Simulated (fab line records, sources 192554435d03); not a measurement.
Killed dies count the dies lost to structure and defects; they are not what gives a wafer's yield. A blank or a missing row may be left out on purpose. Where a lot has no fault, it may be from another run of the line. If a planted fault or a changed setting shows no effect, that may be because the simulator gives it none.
Split-lot experiment ; flow n5Finfet ; route with 1938 steps; 7 lots, 39 wafers read

## ABOUT THE SPLIT
At N5_WELL_APT_EPI_41 (deposits Si from SiH4/H2, target thk 50 nm, time 297.7 s), the setting targetThkA was moved away from the recipe's 500 angstrom on 15 of the 39 wafers read, by -5.8% to +7.5%. This setting was run at the recipe's value on the other wafers.

The reading is taken at the split's own step.

## THE READING
Si_of_WELL_APT_EPI_41.thkNm (the simulator's own value, which no gauge read), in nm, at N5_WELL_APT_EPI_41 (deposits Si from SiH4/H2, target thk 50 nm, time 297.7 s). There is no usual value for it anywhere in the file. The 24 wafers here that ran the recipe average 49.86 nm, standard deviation 0.56 nm.

wafer;tool, chamber at the split;targetThkA as run, angstrom;against the recipe;Si_of_WELL_APT_EPI_41.thkNm, nm;against lot-mates on the recipe
L081.1;epiRpcvd-02, 0;473.2;-5.4%;47.37;-2.97
L081.2;epiRpcvd-02, 0;500;recipe;50.54;-
L081.3;epiRpcvd-02, 0;473.2;-5.4%;47.16;-3.18
L081.4;epiRpcvd-02, 0;500;recipe;50.4;-
L081.5;epiRpcvd-02, 0;473.2;-5.4%;47.75;-2.59
L081.6;epiRpcvd-02, 0;500;recipe;50.08;-
L084.1;epiRpcvd-03, 0;537.6;+7.5%;54.06;+3.69
L084.2;epiRpcvd-03, 0;500;recipe;50.42;-
L084.3;epiRpcvd-03, 0;537.6;+7.5%;54;+3.63
L084.4;epiRpcvd-03, 0;500;recipe;50.47;-
L084.5;epiRpcvd-03, 0;500;recipe;50.23;-
L084.6;epiRpcvd-03, 0;537.6;+7.5%;54.69;+4.32
L085.1;epiRpcvd-02, 0;537.2;+7.4%;53.78;+4.43
L085.2;epiRpcvd-02, 0;537.2;+7.4%;53.75;+4.40
L085.3;epiRpcvd-02, 0;500;recipe;49.23;-
L085.4;epiRpcvd-02, 0;537.2;+7.4%;53.32;+3.97
L085.5;epiRpcvd-02, 0;500;recipe;49.11;-
L085.6;epiRpcvd-02, 0;500;recipe;49.7;-
L086.1;epiRpcvd-02, 0;535.9;+7.2%;52.83;+3.94
L086.2;epiRpcvd-02, 0;535.9;+7.2%;53.38;+4.49
L086.3;epiRpcvd-02, 0;500;recipe;48.88;-
L086.4;epiRpcvd-02, 0;500;recipe;48.84;-
L086.5;epiRpcvd-02, 0;500;recipe;48.95;-
L086.6;epiRpcvd-02, 0;535.9;+7.2%;53.36;+4.47
L089.1;epiRpcvd-03, 0;500;recipe;49.52;-
L089.6;epiRpcvd-03, 0;500;recipe;49.52;-
L089.2;epiRpcvd-03, 0;500;recipe;50.08;-
L089.3;epiRpcvd-03, 0;500;recipe;49.71;-
L089.4;epiRpcvd-03, 0;500;recipe;50.24;-
L089.5;epiRpcvd-03, 0;500;recipe;49.7;-
L091.1;epiRpcvd-03, 0;500;recipe;50.43;-
L091.2;epiRpcvd-03, 0;500;recipe;50.35;-
L091.6;epiRpcvd-03, 0;500;recipe;49.28;-
L092.1;epiRpcvd-02, 0;500;recipe;50.13;-
L092.2;epiRpcvd-02, 0;470.9;-5.8%;47.4;-2.90
L092.3;epiRpcvd-02, 0;470.9;-5.8%;47.91;-2.39
L092.4;epiRpcvd-02, 0;470.9;-5.8%;47.84;-2.46
L092.5;epiRpcvd-02, 0;500;recipe;50.38;-
L092.6;epiRpcvd-02, 0;500;recipe;50.4;-

FIT RESULTS
A straight line over all 39 wafers: Si_of_WELL_APT_EPI_41.thkNm changes by +0.482 nm for each +1% of targetThkA; r = +0.97; the points scatter about the line by 0.55 nm.
The same after taking each lot's own level away (the mean of its wafers on the recipe; 39 wafers): +0.538 nm for each +1%; r = +0.99; scatter 0.33 nm.
The reading moves by 4 nm for the largest change in targetThkA, on that fit.
Across the lots, their own levels run from 48.890 to 50.373 nm, a range of 2.7 times the standard deviation given above.
So the slope is not independent of the lot-to-lot level: the two fits are not the same.
Check: +4.17 nm against its lot-mates is what the line predicts for one of the wafers moved furthest among these (+7.5%) when that wafer is left out of the fit. It came out at +3.69 nm against them.

## FILE'S OWN FIT
Si_of_WELL_APT_EPI_41.thkNm changes by +0.542 nm for each +1% of targetThkA, r = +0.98.
